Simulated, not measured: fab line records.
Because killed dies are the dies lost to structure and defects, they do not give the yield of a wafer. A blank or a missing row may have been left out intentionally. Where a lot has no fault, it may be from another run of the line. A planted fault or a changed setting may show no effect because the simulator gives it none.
Split-lot study | flow n5 finfet | 7 lots, 21 wafers read, on a route of 1938 steps

## ABOUT THE SPLIT
At N5_BEOL_M13_SPUTTER_43 (material TaN, target thk 15 nm, time 24.19 s), the setting time s was moved away from the recipe's 24.19 s on 8 of the 21 wafers read, by -11.0% to +14.5%. For the rest of the wafers, this setting stayed at what the recipe calls for.

## FROM THE SPLIT TO THE READING: what the file shows between them, 4 steps
- N5_BEOL_M13_SPUTTER_44: material Ta, target thk 10 nm, time 16.13 s
- N5_BEOL_M13_SPUTTER_45: material Cu, target thk 80 nm, time 13.33 s
- N5_BEOL_M13_ECD_47: material Cu, target thk 936 nm
- N5_BEOL_M13_ANNEAL_48: time 90 s

## THE READING
barrier field endpoint s, in s, at N5_BEOL_M13_CMP_49 (polishes, stops on SiOC, t overpolish 17.1 s, target thk 420 nm). A value of 30.2 s with a standard deviation of 0.51 s is what fault-free wafers of this fab line usually give.

wafer  | tool, chamber at the split | time s as run, s | against the recipe | barrier field endpoint s, s | against lot-mates on the recipe
L075.2 | pvd sputter-01, -          | 24.19            | recipe             | 29.7                        | -
L075.1 | pvd sputter-01, -          | 26.89            | +11.2%             | 32.0                        | +2.0
L075.3 | pvd sputter-01, -          | 24.19            | recipe             | 30.3                        | -
L077.2 | pvd sputter-01, -          | 27.7             | +14.5%             | 32.9                        | +2.5
L077.1 | pvd sputter-01, -          | 24.19            | recipe             | 31.2                        | -
L077.5 | pvd sputter-01, -          | 24.19            | recipe             | 29.6                        | -
L085.1 | pvd sputter-01, -          | 21.53            | -11.0%             | 28.6                        | -1.1
L085.3 | pvd sputter-01, -          | 24.19            | recipe             | 29.7                        | -
L085.4 | pvd sputter-01, -          | 21.53            | -11.0%             | 28.9                        | -0.8
L088.2 | pvd sputter-03, -          | 21.82            | -9.8%              | 28.0                        | -2.4
L088.3 | pvd sputter-03, -          | 24.19            | recipe             | 30.5                        | -
L088.6 | pvd sputter-03, -          | 24.19            | recipe             | 30.3                        | -
L091.2 | pvd sputter-02, -          | 24.19            | recipe             | 30.7                        | -
L091.3 | pvd sputter-02, -          | 24.19            | recipe             | 30.7                        | -
L091.6 | pvd sputter-02, -          | 24.19            | recipe             | 30.9                        | -
L092.3 | pvd sputter-03, -          | 24.19            | recipe             | 29.8                        | -
L092.1 | pvd sputter-03, -          | 26.35            | +8.9%              | 31.7                        | +1.9
L092.4 | pvd sputter-03, -          | 26.35            | +8.9%              | 31.7                        | +1.9
L097.2 | pvd sputter-02, -          | 24.19            | recipe             | 29.9                        | -
L097.5 | pvd sputter-02, -          | 26.56            | +9.8%              | 31.1                        | +1.5
L097.6 | pvd sputter-02, -          | 24.19            | recipe             | 29.4                        | -

FIT RESULTS
A straight line over all 21 wafers: barrier field endpoint s changes by +0.16 s for each +1% of time s; r = +0.91; the points scatter about the line by 0.52 s.
The same after taking each lot's own level away (the mean of its wafers on the recipe; 21 wafers): +0.161 s for each +1%; r = +0.92; scatter 0.46 s.
That fit puts the effect of the largest move of time s on the reading at 2.3 s.
The span of the lots' own levels, 29.65 to 30.77 s, comes to 2.2 times the standard deviation stated above.
The two slopes agree, so the slope changes little with the lot-to-lot level.
Check: with one of the wafers moved furthest among these (+14.5%) left out of the fit, the line predicts +2.4 s for it against its lot-mates. Against them it came out at +2.5 s.

## THESE WAFERS: OTHER SPLITS
Before the reading, these wafers also passed through other splits. Each is held against what the fit with the lots' levels taken away leaves over:
other split on the same wafers | wafers away from the commonest value | r with barrier field endpoint s (lot level and that fit taken away)
N5_BEOL_M7_ILD_DEP_00 time s   | 5                                    | +0.28
N5_BEOL_M8_ILD_DEP_00 time s   | 9                                    | +0.06
N5_BEOL_M8_COAT_05 spin rpm    | 10                                   | -0.05
N5_BEOL_M8_ETCH_66 bias w      | 7                                    | -0.07
N5_BEOL_M8_VIA_ETCH_34 bias w  | 4                                    | -0.17
N5_BEOL_M11_PECVD_70 time s    | 8                                    | -0.20
N5_BEOL_M11_CURE_72 time s     | 7                                    | +0.00

## THE WHOLE CHAIN: every reading that the file lists as answering this split, in the file's order
step                   | what it does                                                    | reading                                                                            | change (the file's fit)               | r (the file's)
N5_BEOL_M13_SPUTTER_43 | material TaN, target thk 15 nm, time 24.19 s                    | TaN_of_BEOL_M13_SPUTTER_43.thk nm (the simulator's own value, which no gauge read) | +0.154 nm for each +1% of the setting | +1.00
N5_BEOL_M13_CMP_49     | polishes, stops on SiOC, t overpolish 17.1 s, target thk 420 nm | barrier field endpoint s                                                           | +0.171 s for each +1% of the setting  | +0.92

## THE FILE'S OWN FIT
barrier field endpoint s changes by +0.171 s for each +1% of time s, r = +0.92.
